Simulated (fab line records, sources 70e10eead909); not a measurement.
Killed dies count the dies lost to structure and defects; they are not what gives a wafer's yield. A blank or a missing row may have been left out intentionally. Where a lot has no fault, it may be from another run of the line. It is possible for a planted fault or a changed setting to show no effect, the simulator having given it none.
The tool behind it: which one? / flow nand-harc / 12 lots, 36 wafers sampled, at 5 steps of a route of 1302

== WHAT EACH GAUGE READ, for each wafer ==
NHARC_END_SORT_01. Usual: killed-at-array 47, standard deviation 14; killed-at-other 0.5, standard deviation 0.72; killed-at-periphery 4, standard deviation 3.1; killed-dies 52, standard deviation 15; killed-open 3.2, standard deviation 1.9; killed-short 2.4, standard deviation 1.7.
lot=L830; measured=day 25 16:12; on=prober-01; killed-at-array=24 29 16; killed-at-other=0 0 1; killed-at-periphery=1 3 3; killed-dies=25 32 20; killed-open=4 5 3; killed-short=1 3 1; flag=
lot=L831; measured=day 25 10:07; on=prober-02; killed-at-array=47 65 40; killed-at-other=0 1 0; killed-at-periphery=7 2 1; killed-dies=54 68 41; killed-open=1 2 2; killed-short=1 4 0; flag=
lot=L838; measured=day 32 17:05; on=prober-02; killed-at-array=32 36 29; killed-at-other=0 0 0; killed-at-periphery=4 3 2; killed-dies=36 39 31; killed-open=5 1 2; killed-short=2 0 2; flag=
lot=L839; measured=day 32 10:55; on=prober-02; killed-at-array=37 40 42; killed-at-other=1 0 1; killed-at-periphery=1 4 3; killed-dies=39 44 46; killed-open=2 1 4; killed-short=0 1 1; flag=
lot=L848; measured=day 34 00:11; on=prober-02; killed-at-array=62 70 62; killed-at-other=0 0 0; killed-at-periphery=2 9 7; killed-dies=64 79 69; killed-open=1 7 1; killed-short=1 3 3; flag=

== TOOL THAT RAN EACH LOT (tool first, then ch and the chambers of the sampled wafers, then the start) ==
lot=L826; NHARC_P_ZERO_WELL_STRIP_15=wet-bench-05 ch 4,5,6, day 1 07:48; NHARC_P_ZERO_WELL_DESCUM_39=rie-diel-03 ch 1,2,3, day 1 10:23; NHARC_P_ZERO_WELL_DESCUM_54=rie-diel-05 ch 0,1,3, day 1 12:01; NHARC_P_STI_DESCUM_14=rie-diel-13 ch 1,2,3, day 2 04:04
lot=L827; NHARC_P_ZERO_WELL_STRIP_15=wet-bench-04 ch 3,4,6, day 1 17:51; NHARC_P_ZERO_WELL_DESCUM_39=rie-diel-04 ch 0,3, day 1 20:17; NHARC_P_ZERO_WELL_DESCUM_54=rie-diel-03 ch 0,1, day 1 21:56; NHARC_P_STI_DESCUM_14=rie-diel-09 ch 0,2,3, day 2 15:11
lot=L829; NHARC_P_ZERO_WELL_STRIP_15=wet-bench-05 ch 5,6,7, day 2 13:42; NHARC_P_ZERO_WELL_DESCUM_39=rie-diel-03 ch 0,2,3, day 2 16:10; NHARC_P_ZERO_WELL_DESCUM_54=rie-diel-04 ch 1,2,3, day 2 17:49; NHARC_P_STI_DESCUM_14=rie-diel-09 ch 2,3, day 3 11:59
lot=L830; NHARC_P_ZERO_WELL_STRIP_15=wet-bench-05 ch 0,5,6, day 2 23:50; NHARC_P_ZERO_WELL_DESCUM_39=rie-diel-05 ch 0,2, day 3 02:25; NHARC_P_ZERO_WELL_DESCUM_54=rie-diel-05 ch 1,3, day 3 04:05; NHARC_P_STI_DESCUM_14=rie-diel-09 ch 1,3, day 3 21:08
lot=L831; NHARC_P_ZERO_WELL_STRIP_15=wet-bench-05 ch 1,2,6, day 3 10:17; NHARC_P_ZERO_WELL_DESCUM_39=rie-diel-05 ch 0,1,2, day 3 12:53; NHARC_P_ZERO_WELL_DESCUM_54=rie-diel-03 ch 0,1, day 3 14:30; NHARC_P_STI_DESCUM_14=rie-diel-09 ch 2,3, day 4 07:17
lot=L838; NHARC_P_ZERO_WELL_STRIP_15=wet-bench-04 ch 3,4,6, day 6 08:08; NHARC_P_ZERO_WELL_DESCUM_39=rie-diel-03 ch 1,3, day 6 10:41; NHARC_P_ZERO_WELL_DESCUM_54=rie-diel-04 ch 0,2,3, day 6 12:21; NHARC_P_STI_DESCUM_14=rie-diel-09 ch 0,2, day 7 05:35
lot=L839; NHARC_P_ZERO_WELL_STRIP_15=wet-bench-04 ch 2,3,5, day 6 17:42; NHARC_P_ZERO_WELL_DESCUM_39=rie-diel-05 ch 1,2, day 6 20:10; NHARC_P_ZERO_WELL_DESCUM_54=rie-diel-05 ch 0,1,3, day 6 21:49; NHARC_P_STI_DESCUM_14=rie-diel-08 ch 1,2,3, day 7 15:02
lot=L841; NHARC_P_ZERO_WELL_STRIP_15=wet-bench-05 ch 1,5,7, day 7 13:56; NHARC_P_ZERO_WELL_DESCUM_39=rie-diel-03 ch 1,2, day 7 16:16; NHARC_P_ZERO_WELL_DESCUM_54=rie-diel-03 ch 0,1,3, day 7 17:55; NHARC_P_STI_DESCUM_14=rie-diel-13 ch 0,2,3, day 8 12:16
lot=L843; NHARC_P_ZERO_WELL_STRIP_15=wet-bench-05 ch 0,3,4, day 8 09:41; NHARC_P_ZERO_WELL_DESCUM_39=rie-diel-05 ch 1,2, day 8 12:11; NHARC_P_ZERO_WELL_DESCUM_54=rie-diel-04 ch 0,3, day 8 13:49; NHARC_P_STI_DESCUM_14=rie-diel-08 ch 2,3, day 9 09:04
lot=L844; NHARC_P_ZERO_WELL_STRIP_15=wet-bench-05 ch 2,5,6, day 8 19:49; NHARC_P_ZERO_WELL_DESCUM_39=rie-diel-03 ch 1,2,3, day 8 22:18; NHARC_P_ZERO_WELL_DESCUM_54=rie-diel-05 ch 2,3, day 9 00:13; NHARC_P_STI_DESCUM_14=rie-diel-13 ch 0,2,3, day 9 19:29
lot=L847; NHARC_P_ZERO_WELL_STRIP_15=wet-bench-09 ch 2,3,6, day 10 01:41; NHARC_P_ZERO_WELL_DESCUM_39=rie-diel-04 ch 1,3, day 10 04:02; NHARC_P_ZERO_WELL_DESCUM_54=rie-diel-05 ch 0,1,3, day 10 05:34; NHARC_P_STI_DESCUM_14=rie-diel-09 ch 0,1,3, day 11 00:34
lot=L848; NHARC_P_ZERO_WELL_STRIP_15=wet-bench-05 ch 2,3,6, day 10 11:48; NHARC_P_ZERO_WELL_DESCUM_39=rie-diel-03 ch 1,3, day 10 14:16; NHARC_P_ZERO_WELL_DESCUM_54=rie-diel-03 ch 1,2, day 10 15:48; NHARC_P_STI_DESCUM_14=rie-diel-13 ch 0,1, day 11 08:35
- NHARC_P_ZERO_WELL_STRIP_15: strips in SPM, time 900 s.
- NHARC_P_ZERO_WELL_DESCUM_39: chemistry O2, time 3 s.
- NHARC_P_ZERO_WELL_DESCUM_54: chemistry O2, time 3 s.
- NHARC_P_STI_DESCUM_14: chemistry O2, time 3 s.

== WHAT THE TOOLS THEMSELVES READ (means of the sampled wafers that have a number; where no wafer has one, the mark that the record gives instead) ==
NHARC_P_ZERO_WELL_STRIP_15. Usual: bath-guard-temp-C 130.0 C, standard deviation 0.47; bath-heat-duty-pct 14.5 %, standard deviation 1.9.
lot=L826; tool=wet-bench-05; bath-guard-temp-C (C)=129.5; bath-heat-duty-pct (%)=14.7; flag=
lot=L827; tool=wet-bench-04; bath-guard-temp-C (C)=130.0; bath-heat-duty-pct (%)=15.5; flag=
lot=L829; tool=wet-bench-05; bath-guard-temp-C (C)=129.8; bath-heat-duty-pct (%)=13.9; flag=
lot=L830; tool=wet-bench-05; bath-guard-temp-C (C)=-; bath-heat-duty-pct (%)=-; flag=OFF
lot=L831; tool=wet-bench-05; bath-guard-temp-C (C)=-; bath-heat-duty-pct (%)=-; flag=OFF
lot=L838; tool=wet-bench-04; bath-guard-temp-C (C)=130.0; bath-heat-duty-pct (%)=15.1; flag=
lot=L839; tool=wet-bench-04; bath-guard-temp-C (C)=130.1; bath-heat-duty-pct (%)=13.3; flag=
lot=L841; tool=wet-bench-05; bath-guard-temp-C (C)=129.8; bath-heat-duty-pct (%)=13.8; flag=
lot=L843; tool=wet-bench-05; bath-guard-temp-C (C)=129.6; bath-heat-duty-pct (%)=14.9; flag=
lot=L844; tool=wet-bench-05; bath-guard-temp-C (C)=129.9; bath-heat-duty-pct (%)=13.7; flag=
lot=L847; tool=wet-bench-09; bath-guard-temp-C (C)=129.9; bath-heat-duty-pct (%)=13.6; flag=
lot=L848; tool=wet-bench-05; bath-guard-temp-C (C)=130.2; bath-heat-duty-pct (%)=14.6; flag=

NHARC_P_ZERO_WELL_DESCUM_39. Usual: drypump-motor-current-A 5.7 A, standard deviation 0.44; oes-product-au 1.001 a.u., standard deviation 0.0071; rf-vpp-V 57.7 V, standard deviation 0.97; showerhead-plenum-p-Torr 1.89 Torr, standard deviation 0.1; throttle-valve-pct 11.311 %, standard deviation 0.0089.
lot=L826; tool=rie-diel-03; drypump-motor-current-A (A)=5.7; oes-product-au (a.u.)=1.004; rf-vpp-V (V)=57.1; showerhead-plenum-p-Torr (Torr)=1.91; throttle-valve-pct (%)=11.316; flag=
lot=L827; tool=rie-diel-04; drypump-motor-current-A (A)=6.0; oes-product-au (a.u.)=0.999; rf-vpp-V (V)=57.0; showerhead-plenum-p-Torr (Torr)=1.80; throttle-valve-pct (%)=11.316; flag=
lot=L829; tool=rie-diel-03; drypump-motor-current-A (A)=5.4; oes-product-au (a.u.)=0.994; rf-vpp-V (V)=57.5; showerhead-plenum-p-Torr (Torr)=1.91; throttle-valve-pct (%)=11.310; flag=
lot=L830; tool=rie-diel-05; drypump-motor-current-A (A)=6.2; oes-product-au (a.u.)=0.996; rf-vpp-V (V)=56.8; showerhead-plenum-p-Torr (Torr)=1.81; throttle-valve-pct (%)=11.300; flag=
lot=L831; tool=rie-diel-05; drypump-motor-current-A (A)=5.9; oes-product-au (a.u.)=1.009; rf-vpp-V (V)=57.7; showerhead-plenum-p-Torr (Torr)=1.87; throttle-valve-pct (%)=11.309; flag=
lot=L838; tool=rie-diel-03; drypump-motor-current-A (A)=6.0; oes-product-au (a.u.)=1.009; rf-vpp-V (V)=58.4; showerhead-plenum-p-Torr (Torr)=1.83; throttle-valve-pct (%)=11.314; flag=
lot=L839; tool=rie-diel-05; drypump-motor-current-A (A)=5.6; oes-product-au (a.u.)=0.995; rf-vpp-V (V)=57.2; showerhead-plenum-p-Torr (Torr)=1.92; throttle-valve-pct (%)=11.310; flag=
lot=L841; tool=rie-diel-03; drypump-motor-current-A (A)=5.3; oes-product-au (a.u.)=1.000; rf-vpp-V (V)=58.6; showerhead-plenum-p-Torr (Torr)=1.98; throttle-valve-pct (%)=11.305; flag=
lot=L843; tool=rie-diel-05; drypump-motor-current-A (A)=5.6; oes-product-au (a.u.)=1.003; rf-vpp-V (V)=58.1; showerhead-plenum-p-Torr (Torr)=1.91; throttle-valve-pct (%)=11.315; flag=
lot=L844; tool=rie-diel-03; drypump-motor-current-A (A)=5.7; oes-product-au (a.u.)=1.010; rf-vpp-V (V)=58.1; showerhead-plenum-p-Torr (Torr)=1.89; throttle-valve-pct (%)=11.314; flag=
lot=L847; tool=rie-diel-04; drypump-motor-current-A (A)=6.0; oes-product-au (a.u.)=1.001; rf-vpp-V (V)=57.2; showerhead-plenum-p-Torr (Torr)=1.84; throttle-valve-pct (%)=11.320; flag=
lot=L848; tool=rie-diel-03; drypump-motor-current-A (A)=5.9; oes-product-au (a.u.)=1.000; rf-vpp-V (V)=56.5; showerhead-plenum-p-Torr (Torr)=1.82; throttle-valve-pct (%)=11.305; flag=

NHARC_P_ZERO_WELL_DESCUM_54. Usual: drypump-motor-current-A 5.7 A, standard deviation 0.43; oes-product-au 1.002 a.u., standard deviation 0.0068; rf-vpp-V 57.7 V, standard deviation 0.97; showerhead-plenum-p-Torr 1.88 Torr, standard deviation 0.098; throttle-valve-pct 11.311 %, standard deviation 0.0098.
lot=L826; tool=rie-diel-05; drypump-motor-current-A (A)=5.6; oes-product-au (a.u.)=0.993; rf-vpp-V (V)=56.8; showerhead-plenum-p-Torr (Torr)=1.86; throttle-valve-pct (%)=11.299; flag=
lot=L827; tool=rie-diel-03; drypump-motor-current-A (A)=5.7; oes-product-au (a.u.)=0.995; rf-vpp-V (V)=58.1; showerhead-plenum-p-Torr (Torr)=1.86; throttle-valve-pct (%)=11.302; flag=
lot=L829; tool=rie-diel-04; drypump-motor-current-A (A)=5.9; oes-product-au (a.u.)=1.011; rf-vpp-V (V)=57.2; showerhead-plenum-p-Torr (Torr)=1.86; throttle-valve-pct (%)=11.302; flag=
lot=L830; tool=rie-diel-05; drypump-motor-current-A (A)=5.2; oes-product-au (a.u.)=1.005; rf-vpp-V (V)=58.6; showerhead-plenum-p-Torr (Torr)=2.04; throttle-valve-pct (%)=11.312; flag=
lot=L831; tool=rie-diel-03; drypump-motor-current-A (A)=5.4; oes-product-au (a.u.)=1.000; rf-vpp-V (V)=57.4; showerhead-plenum-p-Torr (Torr)=1.86; throttle-valve-pct (%)=11.316; flag=
lot=L838; tool=rie-diel-04; drypump-motor-current-A (A)=5.8; oes-product-au (a.u.)=1.004; rf-vpp-V (V)=57.4; showerhead-plenum-p-Torr (Torr)=1.80; throttle-valve-pct (%)=11.319; flag=
lot=L839; tool=rie-diel-05; drypump-motor-current-A (A)=5.6; oes-product-au (a.u.)=1.010; rf-vpp-V (V)=58.2; showerhead-plenum-p-Torr (Torr)=1.95; throttle-valve-pct (%)=11.322; flag=
lot=L841; tool=rie-diel-03; drypump-motor-current-A (A)=5.7; oes-product-au (a.u.)=1.004; rf-vpp-V (V)=57.7; showerhead-plenum-p-Torr (Torr)=1.83; throttle-valve-pct (%)=11.306; flag=
lot=L843; tool=rie-diel-04; drypump-motor-current-A (A)=6.0; oes-product-au (a.u.)=1.000; rf-vpp-V (V)=56.8; showerhead-plenum-p-Torr (Torr)=1.79; throttle-valve-pct (%)=11.314; flag=
lot=L844; tool=rie-diel-05; drypump-motor-current-A (A)=5.5; oes-product-au (a.u.)=1.008; rf-vpp-V (V)=57.2; showerhead-plenum-p-Torr (Torr)=1.97; throttle-valve-pct (%)=11.306; flag=
lot=L847; tool=rie-diel-05; drypump-motor-current-A (A)=5.6; oes-product-au (a.u.)=1.007; rf-vpp-V (V)=57.9; showerhead-plenum-p-Torr (Torr)=1.94; throttle-valve-pct (%)=11.301; flag=
lot=L848; tool=rie-diel-03; drypump-motor-current-A (A)=5.3; oes-product-au (a.u.)=1.008; rf-vpp-V (V)=58.2; showerhead-plenum-p-Torr (Torr)=1.98; throttle-valve-pct (%)=11.324; flag=

NHARC_P_STI_DESCUM_14. Usual: drypump-motor-current-A 5.5 A, standard deviation 0.4; oes-product-au 1.001 a.u., standard deviation 0.0073; rf-vpp-V 57.9 V, standard deviation 0.9; showerhead-plenum-p-Torr 1.92 Torr, standard deviation 0.075; throttle-valve-pct 11.312 %, standard deviation 0.0087.
lot=L826; tool=rie-diel-13; drypump-motor-current-A (A)=5.4; oes-product-au (a.u.)=1.000; rf-vpp-V (V)=57.4; showerhead-plenum-p-Torr (Torr)=1.91; throttle-valve-pct (%)=11.317; flag=
lot=L827; tool=rie-diel-09; drypump-motor-current-A (A)=5.5; oes-product-au (a.u.)=0.999; rf-vpp-V (V)=57.9; showerhead-plenum-p-Torr (Torr)=1.94; throttle-valve-pct (%)=11.307; flag=
lot=L829; tool=rie-diel-09; drypump-motor-current-A (A)=5.5; oes-product-au (a.u.)=1.002; rf-vpp-V (V)=59.1; showerhead-plenum-p-Torr (Torr)=1.95; throttle-valve-pct (%)=11.304; flag=
lot=L830; tool=rie-diel-09; drypump-motor-current-A (A)=5.3; oes-product-au (a.u.)=1.007; rf-vpp-V (V)=57.8; showerhead-plenum-p-Torr (Torr)=1.91; throttle-valve-pct (%)=11.307; flag=
lot=L831; tool=rie-diel-09; drypump-motor-current-A (A)=5.4; oes-product-au (a.u.)=0.994; rf-vpp-V (V)=58.7; showerhead-plenum-p-Torr (Torr)=1.91; throttle-valve-pct (%)=11.313; flag=
lot=L838; tool=rie-diel-09; drypump-motor-current-A (A)=5.3; oes-product-au (a.u.)=1.002; rf-vpp-V (V)=58.4; showerhead-plenum-p-Torr (Torr)=1.91; throttle-valve-pct (%)=11.310; flag=
lot=L839; tool=rie-diel-08; drypump-motor-current-A (A)=5.8; oes-product-au (a.u.)=1.000; rf-vpp-V (V)=58.0; showerhead-plenum-p-Torr (Torr)=1.96; throttle-valve-pct (%)=11.319; flag=
lot=L841; tool=rie-diel-13; drypump-motor-current-A (A)=5.7; oes-product-au (a.u.)=0.991; rf-vpp-V (V)=57.0; showerhead-plenum-p-Torr (Torr)=1.85; throttle-valve-pct (%)=11.315; flag=
lot=L843; tool=rie-diel-08; drypump-motor-current-A (A)=6.3; oes-product-au (a.u.)=0.995; rf-vpp-V (V)=57.5; showerhead-plenum-p-Torr (Torr)=1.89; throttle-valve-pct (%)=11.313; flag=
lot=L844; tool=rie-diel-13; drypump-motor-current-A (A)=5.7; oes-product-au (a.u.)=0.995; rf-vpp-V (V)=56.9; showerhead-plenum-p-Torr (Torr)=1.85; throttle-valve-pct (%)=11.320; flag=
lot=L847; tool=rie-diel-09; drypump-motor-current-A (A)=5.5; oes-product-au (a.u.)=0.999; rf-vpp-V (V)=57.7; showerhead-plenum-p-Torr (Torr)=1.94; throttle-valve-pct (%)=11.312; flag=
lot=L848; tool=rie-diel-13; drypump-motor-current-A (A)=5.8; oes-product-au (a.u.)=1.002; rf-vpp-V (V)=57.9; showerhead-plenum-p-Torr (Torr)=1.88; throttle-valve-pct (%)=11.311; flag=

== THE ANSWER, worked out from the rows above alone ==
Rule: lot off if the mean of its wafers having a number is beyond 3 standard deviations from the usual mean. Also off: a lot with no number at a reading for which 4 or more lots have one. All remaining lots with rows at the step are treated as sound. First the gauges in route order, then the tools' own readings, where a lot's mean is used as printed above. At the first step where some lot is off, the reading lying furthest off is the one used; lots without a number count as furthest.
Off at NHARC_P_ZERO_WELL_STRIP_15 (bath-guard-temp-C): L830, L831. Without a number there: L830, L831.
A tool fits if, at that step or a process step before it, it ran every lot that is off, and no sound lot after the first of them. No candidate that was tried fits.

== WHAT WAS PUT IN BY THE SIMULATOR ==
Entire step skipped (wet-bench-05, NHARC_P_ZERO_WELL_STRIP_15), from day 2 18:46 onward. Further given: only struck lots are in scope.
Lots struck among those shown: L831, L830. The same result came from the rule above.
